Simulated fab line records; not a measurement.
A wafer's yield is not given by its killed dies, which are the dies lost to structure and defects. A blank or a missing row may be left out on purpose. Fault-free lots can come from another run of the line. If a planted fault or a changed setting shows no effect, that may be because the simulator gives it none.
Matching of chambers | flow n5 finfet | ald sin-03 running N5_BEOL_M0_SAQP_SPACER1_ALD_98: 4 sister chambers
The step deposits SiO2, target thk 12.8 nm, pulse time 1 s, purge time 2 s. 4 wafers are shown with their chamber, then 12 later ones without.

== EACH WAFER AND ITS CHAMBER ==
wafer  | chamber | heater power w (W)
L089.2 | 1       | 433
L089.4 | 3       | 476
L091.3 | 0       | 484
L091.6 | 2       | 421

== WAFERS WHOSE CHAMBER IS MISSING ==
wafer  | heater power w (W)
L092.1 | 474
L092.2 | 419
L092.3 | 447
L092.4 | 477
L092.5 | 438
L092.6 | 483
L097.1 | 495
L097.2 | 410
L097.3 | 435
L097.4 | 480
L097.5 | 487
L097.6 | 499

== EACH ONE'S CHAMBER ==
wafer  | from the rows above          | in truth
L092.1 | can't be placed: 3 or 0      | 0
L092.2 | can't be placed: 2 or 1      | 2
L092.3 | can't be placed: 1 or 2 or 3 | 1
L092.4 | can't be placed: 3 or 0      | 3
L092.5 | can't be placed: 1 or 2      | 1
L092.6 | can't be placed: 0 or 3      | 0
L097.1 | can't be placed: 0 or 3      | 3
L097.2 | can't be placed: 2 or 1      | 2
L097.3 | can't be placed: 1 or 2      | 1
L097.4 | can't be placed: 0 or 3      | 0
L097.5 | can't be placed: 0 or 3      | 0
L097.6 | can't be placed: 0 or 3      | 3
Placed correctly: 0 of 12. These rows do not allow placing 12 (true chamber among the candidates in 12). Number placed wrongly: 0.
How it was worked out, from the rows above alone: a wafer's distance from a chamber is the root of the sum, over the readings, of the square of ((its reading less the chamber's mean) divided by the reading's scatter). The wafer belongs to the nearest chamber; if the next one is less than 2 further off, it can't be placed. A chamber's mean is the mean of its shown wafers. The scatter: with one shown wafer a chamber, the root of the mean of the squares of how far each hidden wafer lies from its nearest shown one.
